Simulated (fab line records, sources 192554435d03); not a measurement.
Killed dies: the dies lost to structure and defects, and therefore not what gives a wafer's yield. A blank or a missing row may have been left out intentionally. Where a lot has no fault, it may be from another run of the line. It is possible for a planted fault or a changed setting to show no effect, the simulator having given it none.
Comparing a struck lot with a sound one + flow n5-finfet + 21 out of 1938 route steps
Sound: the wafers L217.2, L217.5, L217.6. Wafers struck: L223.2, L223.3, L223.4. The cause is named last.
Each step with rows lists, per side, the tool, then ch with its chambers, then its first start. Under that, the readings that differ: sound wafers + struck wafers + difference of the means + sigmas: that difference in standard deviations of wafers without a fault.
alike: words and numbers the same on both sides, and readings whose means are apart by under 2 such deviations; not compared: readings that were withheld, readings missing a value for some wafer, numbers with overlapping values and no deviation given by the record, and bounds like >300 which may hide the same value.
The two part at a step that has a row with sigmas, a row that says differs or no value, or rows on one side only. Numbers that have no deviation but don't overlap get no sigmas and don't part them. A reading that every wafer of one side lacks parts them only if that side has two wafers or more.

first, 9 steps without rows for these wafers: N5_BEOL_M0_CUTY_EBR_52; N5_BEOL_M0_CUTY_SOFTBAKE_53 (time 60 s); N5_BEOL_M0_CUTY_EXPOSE_54 (exposes mask M0 ABLK); N5_BEOL_M0_CUTY_PEB_55 (peb time 60 s); N5_BEOL_M0_CUTY_DEVELOP_56 (develop time 30 s); N5_BEOL_M0_CUTY_DESCUM_61 (chemistry O2, time 7.9 s); N5_BEOL_M0_CUTY_ETCH_62 (etches SiARC in CF4, time 58.5 s); N5_BEOL_M0_CUTY_ETCH_63 (etches SOC in N2/H2, target depth 82.7 nm, overetch 16.5 nm, time 124 s); N5_BEOL_M0_CUTY_STRIP_64 (strips in N2/H2).
N5_BEOL_M0_ETCH_138: etches SiCN in CH3F/O2, target depth 12 nm, time 31.6 s.
  sound on rie-diel-05 ch 0,1,3, day 6 02:28; struck on rie-diel-05 ch 0,2,3, day 7 11:37
  no value came back on the struck wafers for any of 9 readings (CH3F_flow_sccm (sccm), O2_flow_sccm (sccm) and others); on the sound wafers CH3F_flow_sccm (sccm) reads 30.00 30.02 30.02
| reading                                               | sound   | struck  | difference | sigmas |
|-------------------------------------------------------|---------|---------|------------|--------|
| model.SiO2_of_BEOL_M0_SAQP_SPACER2_ALD_26.thk-nm (nm) | 5 5.2 5 | 7 7 7.2 | +2         |        |
  not compared: rf-hours-counter-h
N5_BEOL_M0_HM_OPEN_105: chemistry Cl2/BCl3, target TiN, target depth 12 nm.
  sound on rie-metal-02 ch 0,1, day 6 04:08; struck on rie-metal-01 ch 0,1, day 7 11:42
| reading                                               | sound       | struck      | difference | sigmas |
|-------------------------------------------------------|-------------|-------------|------------|--------|
| model.SiO2_of_BEOL_M0_SAQP_SPACER2_ALD_26.thk-nm (nm) | 2.6 2.8 2.6 | 4.6 4.8 4.8 | +2.1       |        |
  alike: drypump-motor-current-A, mfc-ar-sccm, oes-product-au, throttle-valve-pct
  not compared: rf-hours-counter-h
then, 3 steps without rows for these wafers: N5_BEOL_M0_STRIP_140 (strips in CF4); N5_BEOL_M0_STRIP_104 (strips in N2/H2); N5_BEOL_M0_WET_ETCH_106 (etches SiO2 in DHF, target depth 130 nm, rinse time 30 s).
N5_BEOL_M0_ETCH_128: etches SiCN in CF4/N2, target depth 12 nm, overetch 5.1 nm, time 21.4 s.
  sound on rie-diel-04 ch 0,1,2, day 6 04:54; struck on rie-diel-05 ch 0,1,2, day 7 12:15
| reading               | sound          | struck         | difference | sigmas |
|-----------------------|----------------|----------------|------------|--------|
| oes-product-au (a.u.) | 0.52 0.63 0.50 | 0.27 0.30 0.29 | -0.26      | -5     |
  alike: bias-w, cf4-flow-sccm, drypump-motor-current-A, mfc-ar-sccm, rf-vpp-V, showerhead-plenum-p-Torr, throttle-valve-pct
  not compared: rf-hours-counter-h
then, 2 steps without rows for these wafers: N5_BEOL_M0_TRENCH_ETCH_107 (etches SiOC in C4F6/O2, target depth 32.8 nm, time 16.4 s); N5_BEOL_M0_STRIP_142 (strips in N2/H2, time 10 s).
N5_BEOL_M0_OCD_MEAS_108:
  sound on ocd-02 at day 6 05:03; struck on ocd-01 at day 7 12:23
| reading              | sound          | struck    | difference | sigmas |
|----------------------|----------------|-----------|------------|--------|
| trench-depth-nm (nm) | 32.4 32.1 31.7 | 0 0.2 0.0 | -32        | -45    |
then, 1 step without rows for these wafers: N5_BEOL_M0_HM_STRIP_129 (strips TiN in peroxide tin strip, target depth 17 nm, time 108 s).
N5_BEOL_M4_RC_MEAS_101:
  the record has rows for the sound wafers here (prober-01 ch 0, day 8 08:46) and none for the struck ones
-- here the record skips 7 days between the struck wafers' starts before and after, leaving off in module BEOL_M4 and picking up in module PASSIVATION (first step shown: number 1936 of the route) --
N5_PASSIVATION_PROBE_49:
  only the struck wafers here have rows in the record (prober-02, day 14 11:50); the sound ones have none

== WHERE THEY PART ==
Last at N5_PASSIVATION_PROBE_49 as far as this record goes, first at N5_BEOL_M0_ETCH_138.

WHY: whatever the simulator had introduced
Whole step skipped at N5_BEOL_M0_ETCH_138 on rie-diel-05, starting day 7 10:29. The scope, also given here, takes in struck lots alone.
